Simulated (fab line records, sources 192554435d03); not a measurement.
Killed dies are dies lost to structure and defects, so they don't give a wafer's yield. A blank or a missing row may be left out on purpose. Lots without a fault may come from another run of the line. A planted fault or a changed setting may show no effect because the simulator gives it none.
Which tool did it? | flow n5_finfet | 8 lots, 24 wafers sampled, at 5 steps of a route of 1938

WHAT THE GAUGES READ, wafer by wafer
N5_BEOL_M4_RC_MEAS_101.
lot  | measured     | on        | IOFF_N_LONG (nA/um)
L340 | day 8 00:16  | prober-01 | 5.4e-05 5.5e-05 5.5e-05
L341 | day 8 05:33  | prober-01 | 5.5e-05 5.4e-05 5.4e-05
L343 | day 8 05:05  | prober-02 | 5.7e-05 5.7e-05 5.7e-05
L345 | day 9 07:38  | prober-02 | 5.6e-05 5.6e-05 5.5e-05
L357 | day 12 04:47 | prober-02 | 5.9e-05 5.9e-05 5.9e-05
L359 | day 12 17:07 | prober-02 | 5.3e-05 5.3e-05 5.3e-05
L362 | day 13 13:49 | prober-02 | 5.2e-05 5.2e-05 5.2e-05
L363 | day 13 18:34 | prober-02 | 5.8e-05 5.8e-05 0.000151

WHICH TOOL RAN EACH LOT (tool, then ch and the chambers of the sampled wafers, then the start)
lot  | N5_HKMG_FIN_STRIP_34              | N5_HKMG_FIN_ETCH_86               | N5_HKMG_FIN_NWFM_ALD_20            | N5_HKMG_FIN_ETCHBACK_68
L340 | rie_diel-06 ch 2,3, day 4 03:37   | rie_diel-02 ch 0,1, day 4 04:44   | ald_metal-04 ch 1,2, day 4 05:22   | rie_metal-02 ch 0,1, day 4 06:01
L341 | rie_diel-04 ch 0,1,3, day 4 12:07 | rie_diel-06 ch 0,2,3, day 4 13:13 | ald_metal-03 ch 1,3, day 4 13:52   | rie_metal-02 ch 0,1, day 4 14:38
L343 | rie_diel-04 ch 2,3, day 4 22:46   | rie_diel-02 ch 1,2, day 4 23:49   | ald_metal-03 ch 1,2,3, day 5 00:28 | rie_metal-01 ch 0,1, day 5 01:07
L345 | rie_diel-06 ch 0,2, day 5 11:14   | rie_diel-04 ch 0,2,3, day 5 12:37 | ald_metal-02 ch 0,1,2, day 5 13:16 | rie_metal-03 ch 0,1, day 5 13:56
L357 | rie_diel-06 ch 0,3, day 8 07:45   | rie_diel-04 ch 0,2,3, day 8 08:47 | ald_metal-03 ch 0,1,2, day 8 09:26 | rie_metal-03 ch 0,1, day 8 10:08
L359 | rie_diel-06 ch 0,2,3, day 8 19:59 | rie_diel-06 ch 1,2, day 8 21:15   | ald_metal-04 ch 1,2,3, day 8 21:54 | rie_metal-01 ch 0, day 8 22:37
L362 | rie_diel-06 ch 0,1,3, day 9 20:19 | rie_diel-04 ch 0,2, day 9 21:22   | ald_metal-02 ch 0,1, day 9 21:59   | rie_metal-01 ch 0,1, day 9 22:52
L363 | rie_diel-04 ch 0,2, day 9 20:49   | rie_diel-02 ch 0,1,2, day 9 22:31 | ald_metal-03 ch 0,1,2, day 9 23:08 | rie_metal-01 ch 0,1, day 9 23:55
- N5_HKMG_FIN_STRIP_34: strips in CF4.
- N5_HKMG_FIN_ETCH_86: etches SOC in N2/H2, stops on TiN, target depth 393.2 nm.
- N5_HKMG_FIN_NWFM_ALD_20: deposits TiAlC, target thk 2 nm, pulse time 3 s, purge time 2 s.
- N5_HKMG_FIN_ETCHBACK_68: etches the open film in Cl2/Ar, stops on HfO2, target depth 0.5 nm.

THE ANSWER, worked out from the rows above alone
Rule: what is usual is taken from the lots themselves. Put in order of their means at a reading, lots are off if they are a third of the lots or fewer, leave a main group of 4 or more, and stand apart from it by a gap of 3 or more times the standard deviation of the main group's means; of several such gaps the widest counts. A main group whose means are all the same, to the digits that the tables above print for the reading, isn't used. A lot without any number at a reading at which 4 lots or more have one is off too. The other lots that the step has rows for count as sound.
Off: L363, at N5_BEOL_M4_RC_MEAS_101 (IOFF_N_LONG). The main group: mean 5.5e-05 nA/um, standard deviation 2.2e-06.
A tool fits if, at a process step before that reading, it ran every lot that is off, and no sound lot after the first of them. The gauges at N5_BEOL_M4_RC_MEAS_101 are tried like those tools. Can't be told from this: 5 tools fit, rie_diel-04 at N5_HKMG_FIN_STRIP_34, rie_diel-02 at N5_HKMG_FIN_ETCH_86, ald_metal-03 at N5_HKMG_FIN_NWFM_ALD_20, rie_metal-01 at N5_HKMG_FIN_ETCHBACK_68, prober-02 at N5_BEOL_M4_RC_MEAS_101.

WHAT THE SIMULATOR HAD PUT IN
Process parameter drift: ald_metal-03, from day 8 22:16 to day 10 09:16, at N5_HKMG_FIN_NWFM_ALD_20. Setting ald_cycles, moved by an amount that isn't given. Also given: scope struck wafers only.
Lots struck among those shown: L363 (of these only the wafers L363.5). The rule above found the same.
